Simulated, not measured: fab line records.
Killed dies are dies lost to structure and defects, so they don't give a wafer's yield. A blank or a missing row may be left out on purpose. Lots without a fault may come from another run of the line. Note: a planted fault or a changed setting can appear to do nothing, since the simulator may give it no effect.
Matching of chambers    flow nand harc    4 sister chambers for NHARC_P_M1_DESCUM_14 on rie diel-08
The step chemistry O2, time 3 s. 18 wafers are shown with their chamber, then 9 later ones without.

## WAFERS, EACH WITH ITS CHAMBER
wafer   chamber  showerhead plenum p Torr (Torr)  oes product au (a.u.)  rf vpp V (V)
L075.1  2        1.94                             0.997                  57.7
L075.4  3        2.03                             1.019                  58.9
L075.5  2        1.94                             0.993                  58.6
L080.3  2        1.93                             0.999                  58.3
L080.4  1        2.04                             0.993                  58.2
L080.5  0        1.98                             1.014                  58.8
L081.4  2        1.93                             0.991                  58.3
L081.5  2        1.93                             0.980                  57.6
L081.6  3        2.03                             1.014                  58.0
L088.2  1        2.04                             0.994                  57.3
L088.4  3        2.03                             1.011                  58.8
L088.5  3        2.03                             1.006                  58.0
L090.1  2        1.93                             0.989                  57.9
L090.3  1        2.04                             0.991                  57.3
L090.6  3        2.03                             1.017                  58.3
L091.2  1        2.04                             0.996                  57.0
L091.3  2        1.93                             0.991                  59.5
L091.4  3        2.03                             1.014                  58.6

SIGNATURES (means of the wafers above)
reading                   chamber 0  chamber 1  chamber 2  chamber 3  scatter within a chamber
showerhead plenum p Torr  1.9800     2.0400     1.9329     2.0300     0.00319
oes product au            1.01400    0.99350    0.99143    1.01350    0.00497
rf vpp V                  58.800     57.450     58.271     58.433     0.542
Rule: for each reading, subtract the chamber's mean from the wafer's reading, divide by that reading's scatter and square the result; add these up over the readings and take the root, which gives the wafer's distance from the chamber. If the next closest chamber is less than 2 further off than the closest, the wafer can't be placed; otherwise it belongs to the closest. How the scatter is found: for the shown wafers, subtract from each reading the mean of its chamber, square and add these, divide the total by (wafers less chambers), then take the root.

## WAFERS WITH NO CHAMBER GIVEN
wafer   showerhead plenum p Torr (Torr)  oes product au (a.u.)  rf vpp V (V)
L092.3  1.93                             0.986                  58.7
L092.4  2.04                             0.981                  59.3
L092.6  2.03                             1.011                  58.4
L093.1  1.98                             0.995                  58.0
L093.3  2.03                             1.015                  58.6
L093.6  2.03                             1.011                  58.8
L094.2  1.98                             1.003                  58.5
L094.3  2.04                             0.991                  58.7
L094.4  2.03                             1.026                  57.8

## WHICH CHAMBER EACH WENT THROUGH
wafer   from the rows above  in truth
L092.3  2                    2
L092.4  1                    1
L092.6  3                    3
L093.1  0                    0
L093.3  3                    3
L093.6  3                    3
L094.2  0                    0
L094.3  1                    1
L094.4  3                    3
Correct placement for 9 of the 9. Not placeable from these rows: 0. Wrongly placed: 0.
